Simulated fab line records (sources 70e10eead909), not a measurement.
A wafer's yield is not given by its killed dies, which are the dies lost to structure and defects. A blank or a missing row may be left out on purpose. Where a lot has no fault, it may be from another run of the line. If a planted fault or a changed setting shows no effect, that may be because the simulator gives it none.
fab line records	flow nand_harc
record lots=13	wafers=39	last_day=26
route steps=1159 shown A_M1@1049 A_BONDPAD@1083 THIN_TSV@1125
lots that met no fault: taken from a fault-free run of the same line
start_h: the number of hours between the record's first day and the start of the first shown wafer of the lot	wait_h: hours from the lot's prior step to this one	" unchanged from the row above	L1.1+2: a row that stands for several wafers	- no value, or no start was given	* or withheld: withheld	< > ~ a bound
route shown NAME@n: NAME is a module with steps in the file, n the number in the route of the first one	usual: mean and standard deviation over wafers with no fault	same: alike in all rows	chamber/n: place in a boat	sites: the reading at each site	_std_site: how widely they spread, as a standard deviation	_edge_site: inner sites' mean taken away from outer sites' mean	radius_mm: how far each site lies from the wafer's centre	mask NAME#n: copy n	behind: the tool/chamber that last shaped the wafer	hold: why the lot went on hold/how many hours it stayed there/how the hold came to an end	device: names the non-switching transistor (n, p or np)	end of line: tests of these same wafers at the route's end	a step given without rows: its recipe and nothing more	killed: not the wafer's yield, but the dies lost to structure and defects at the first sort	map: a wafer's dies, x killed, . not, _ none there
set.NAME: the setting the step ran with; set.NAME@STEP: the setting that earlier step ran with	model.NAME: the simulator's own value behind a step, which no gauge read
route steps across a sampled set of lots; one table per step, one row per wafer
services: the hour from which a tool's chamber was out of use, counted from the record's first day as start_h (under 0 if before that day), plus the number of hours and why
## steps
# step NHARC_A_M1_PVD_21
# recipe target_thk_a=300	chamber_pressure_pa=5	power_w=5000	substrate_temp_c=30	time_s=20.49	material=Cu
# usual throttle_valve_pct=29.7/0.89
lot.wafer	tool	chamber	start_h	wait_h	throttle_valve_pct
L577.4	pvd_sputter-03	-	-	-	29.7
L577.3	"	-	"	"	29.1
L577.6	"	-	"	"	29.8
L576.2	pvd_sputter-02	-	-	-	30.7
L576.6	"	-	"	"	28.2
L576.5	"	-	"	"	30.7
L580.4	pvd_sputter-01	-	-	-	28.1
L580.2	"	-	"	"	29.3
L580.6	"	-	"	"	30.0
L581.2	pvd_sputter-02	-	-	-	30.7
L581.1	"	-	"	"	28.3
L581.4	"	-	"	"	30.7
L583.4	pvd_sputter-01	-	-	-	29.7
L583.3	"	-	"	"	28.9
L583.6	"	-	"	"	28.3
L584.2	pvd_sputter-01	-	-	-	29.6
L584.1	"	-	"	"	29.1
L584.3	"	-	"	"	29.3
L582.4	pvd_sputter-01	-	-	-	29.4
L582.2	"	-	"	"	28.3
L582.1	"	-	"	"	29.4
L591.2	pvd_sputter-01	-	-	-	29.7
L591.3	"	-	"	"	28.5
L591.5	"	-	"	"	29.6
L594.1	pvd_sputter-02	-	-	-	30.5
L594.6	"	-	"	"	28.1
L594.5	"	-	"	"	30.4
L597.1	pvd_sputter-02	-	-	-	27.9
L597.2	"	-	"	"	30.7
L597.5	"	-	"	"	28.3
L596.4	pvd_sputter-03	-	-	-	30.5
L596.3	"	-	"	"	29.7
L596.5	"	-	"	"	29.1
L598.1	pvd_sputter-02	-	-	-	30.8
L598.2	"	-	"	"	28.4
L598.3	"	-	"	"	30.5
L599.2	pvd_sputter-03	-	-	-	29.3
L599.3	"	-	"	"	29.3
L599.6	"	-	"	"	29.6
# step NHARC_A_M1_INSPECT_27
# usual raw_defect_count=460/130
lot.wafer	tool	chamber	start_h	wait_h	raw_defect_count
L577.3	defect_inspect-02	-	408.93	0.0	442
L577.4	"	-	"	"	527
L577.6	"	-	"	"	422
L576.2	defect_inspect-01	-	419.44	0.0	614
L576.5	"	-	"	"	495
L576.6	"	-	"	"	621
L580.2	defect_inspect-01	-	420.34	0.0	767
L580.4	"	-	"	"	510
L580.6	"	-	"	"	496
L581.1	defect_inspect-02	-	423.26	0.0	479
L581.2	"	-	"	"	478
L581.4	"	-	"	"	726
L583.3	defect_inspect-01	-	452.74	0.0	392
L583.4	"	-	"	"	295
L583.6	"	-	"	"	261
L584.1	defect_inspect-02	-	460.41	0.0	523
L584.2	"	-	"	"	336
L584.3	"	-	"	"	498
L582.1	defect_inspect-02	-	467.67	0.0	407
L582.2	"	-	"	"	318
L582.4	"	-	"	"	334
L591.2	defect_inspect-02	-	498.54	0.0	534
L591.3	"	-	"	"	452
L591.5	"	-	"	"	410
L594.1	defect_inspect-01	-	505.13	0.0	374
L594.5	"	-	"	"	496
L594.6	"	-	"	"	415
L597.1	defect_inspect-01	-	526.30	0.0	397
L597.2	"	-	"	"	302
L597.5	"	-	"	"	299
L596.3	defect_inspect-02	-	528.38	0.0	556
L596.4	"	-	"	"	610
L596.5	"	-	"	"	437
L598.1	defect_inspect-01	-	538.40	0.0	429
L598.2	"	-	"	"	316
L598.3	"	-	"	"	504
L599.2	defect_inspect-01	-	544.48	0.0	419
L599.3	"	-	"	"	306
L599.6	"	-	"	"	323
# step NHARC_A_BONDPAD_PRE_CLEAN_26
# recipe time_s=30	temp_c=280	gas=H2/He
# usual heater_power_w=432/53
lot.wafer	tool	chamber	start_h	wait_h	heater_power_w
L577.4	pvd_sputter-03	-	-	-	415
L577.3	"	-	"	"	474
L577.6	"	-	"	"	408
L576.2	pvd_sputter-03	-	-	-	436
L576.6	"	-	"	"	416
L576.5	"	-	"	"	460
L580.2	pvd_sputter-03	-	-	-	431
L580.4	"	-	"	"	417
L580.6	"	-	"	"	446
L581.1	pvd_sputter-03	-	-	-	457
L581.2	"	-	"	"	468
L581.4	"	-	"	"	417
L583.4	pvd_sputter-01	-	-	-	403
L583.3	"	-	"	"	418
L583.6	"	-	"	"	440
L584.2	pvd_sputter-02	-	-	-	399
L584.3	"	-	"	"	550
L584.1	"	-	"	"	393
L582.4	pvd_sputter-01	-	-	-	400
L582.2	"	-	"	"	400
L582.1	"	-	"	"	436
L591.2	pvd_sputter-02	-	-	-	321
L591.3	"	-	"	"	390
L591.5	"	-	"	"	378
L594.1	pvd_sputter-02	-	-	-	375
L594.5	"	-	"	"	379
L594.6	"	-	"	"	323
L597.2	pvd_sputter-01	-	-	-	406
L597.1	"	-	"	"	392
L597.5	"	-	"	"	439
L596.4	pvd_sputter-01	-	-	-	411
L596.3	"	-	"	"	449
L596.5	"	-	"	"	399
L598.3	pvd_sputter-01	-	-	-	408
L598.2	"	-	"	"	399
L598.1	"	-	"	"	404
L599.3	pvd_sputter-03	-	-	-	448
L599.2	"	-	"	"	427
L599.6	"	-	"	"	503
# step NHARC_THIN_TSV_ETCHBACK_48
# recipe target_depth_a=10285	over_etch_frac=0.3	time_s=405.17	ion_energy_ev=250	c4f8_flow_sccm=withheld	ar_flow_sccm=withheld	rf_w=600	bias_w=300	chemistry=C4F8/Ar
# usual chamber_pressure_mTorr=24.999/0.025	oes_product_au=0.95/0.032	rf_vpp_V=546.8/2.2	run_length_s=426.5/0.54
lot.wafer	tool	chamber	start_h	wait_h	chamber_pressure_mTorr	oes_product_au	rf_hours_counter_h	rf_vpp_V	run_length_s
L577.3	rie_diel-10	2	427.05	-	24.982	0.92	7	547.9	426.9
L577.4	"	0	"	"	25.007	0.93	7	545.4	427.0
L577.6	"	2	"	"	24.995	0.92	-	549.3	426.4
L576.2	rie_diel-11	3	440.49	-	25.000	0.92	4	543.1	426.4
L576.5	"	0	"	"	24.972	0.93	-	543.8	427.2
L576.6	"	1	"	"	24.979	0.91	-	550.1	426.8
L580.4	rie_diel-10	2	441.60	-	24.986	0.92	8	549.0	426.4
L580.2	"	3	"	"	24.952	0.91	9	545.5	425.7
L580.6	"	0	"	"	25.054	0.94	-	544.6	426.9
L581.4	rie_diel-02	1	443.88	-	25.014	0.92	6	548.1	426.0
L581.1	"	2	"	"	24.979	0.91	9	548.0	426.2
L581.2	"	0	"	"	24.999	0.92	9	552.1	425.7
L583.3	rie_diel-02	0	473.22	-	25.008	0.92	10	551.0	425.4
L583.4	"	1	"	"	24.990	0.91	-	548.4	426.0
L583.6	"	2	"	"	24.967	0.92	-	548.6	425.9
L584.3	rie_diel-10	1	481.38	-	24.987	0.98	11	544.8	427.4
L584.2	"	2	"	"	24.959	1.00	12	547.1	328.8
L584.1	"	0	"	"	25.005	1.00	12	546.9	427.0
L582.2	rie_diel-02	1	489.41	-	25.032	0.92	9	547.3	426.1
L582.1	"	2	"	"	25.005	0.91	12	548.0	425.8
L582.4	"	2	"	"	24.976	0.93	-	547.6	425.9
L591.2	rie_diel-02	2	521.37	-	24.992	0.96	1	547.6	425.9
L591.3	"	3	"	"	24.996	0.94	1	549.4	426.0
L591.5	"	2	"	"	24.981	0.97	-	547.3	426.0
L594.1	rie_diel-02	2	522.68	-	24.973	1.00	1	547.3	426.4
L594.6	"	3	"	"	25.039	0.99	-	548.9	425.8
L594.5	"	0	"	"	24.966	0.99	-	550.7	426.2
L597.1	rie_diel-02	2	546.16	-	24.957	0.97	3	546.9	426.0
L597.2	"	0	"	"	24.945	0.98	3	550.0	425.6
L597.5	"	2	"	"	25.034	0.97	-	547.6	426.3
L596.4	rie_diel-02	2	547.63	-	25.014	0.96	4	547.2	426.0
L596.3	"	3	"	"	25.001	0.96	4	549.1	426.4
L596.5	"	1	"	"	25.000	0.97	-	547.9	426.0
L598.3	rie_diel-10	1	557.74	-	24.991	0.99	1	544.8	427.5
L598.2	"	2	"	"	24.990	0.99	1	547.5	426.6
L598.1	"	0	"	"	24.990	0.99	1	544.3	427.3
L599.3	rie_diel-11	2	565.81	-	25.015	1.01	2	547.5	427.1
L599.2	"	1	"	"	25.028	0.99	2	547.9	426.5
L599.6	"	3	"	"	25.051	1.02	-	545.1	426.6
## services
tool	chamber	start_h	hours	kind
rie_diel-02	0	385.70	-	clean
rie_diel-02	1	385.70	-	clean
rie_diel-02	2	385.70	-	clean
rie_diel-02	3	385.70	-	clean
pvd_sputter-02	-	392.01	10.0	pm
rie_diel-02	0	410.20	-	clean
rie_diel-02	1	410.20	-	clean
rie_diel-02	2	410.20	-	clean
rie_diel-02	3	410.20	-	clean
rie_diel-02	0	434.70	-	clean
rie_diel-02	1	434.70	-	clean
rie_diel-10	1	447.99	3.9	repair
rie_diel-11	1	452.84	6.7	repair
rie_diel-02	3	454.41	52.1	repair
pvd_sputter-03	-	458.04	10.0	pm
pvd_sputter-02	-	473.60	1.8	repair
rie_diel-11	0	475.74	9.3	repair
rie_diel-11	0	490.49	16.6	repair
rie_diel-02	2	499.09	5.0	repair
rie_diel-02	-	504.70	9.0	pm
pvd_sputter-01	-	514.00	10.0	pm
rie_diel-10	-	543.32	9.0	pm
rie_diel-11	2	543.43	4.8	repair
rie_diel-11	-	543.50	9.0	pm
## key
first_sign step=NHARC_THIN_TSV_ETCHBACK_48	reading=run_length_s	direction=down	sigmas=99+	usual=*	struck=*
effect none on later readings
met_at NHARC_THIN_TSV_ETCHBACK_48
struck_lots L584
struck_wafers L584.2
later_rows_left_out L584.2
sort_left_out L584.2
not_acting_at NHARC_A_M1_PVD_21,NHARC_A_M1_INSPECT_27,NHARC_A_BONDPAD_PRE_CLEAN_26
onset_between 441.60 481.38
fault kind=process_parameter_drift	tool=rie_diel-10	chamber=-	onset_h=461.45	steps=NHARC_THIN_TSV_ETCHBACK_48	channel=time_s	offset=*	shape=step	end_h=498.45	scope=struck_wafers_only	acts_in=*	stated=*
# sort_left_out: the simulated sort isn't trusted on such a fault, so these wafers' sort isn't shown, and their yield isn't known
# later_rows_left_out: the simulator's readings of these wafers behind a module that went badly wrong aren't trusted and aren't shown, but for the sort
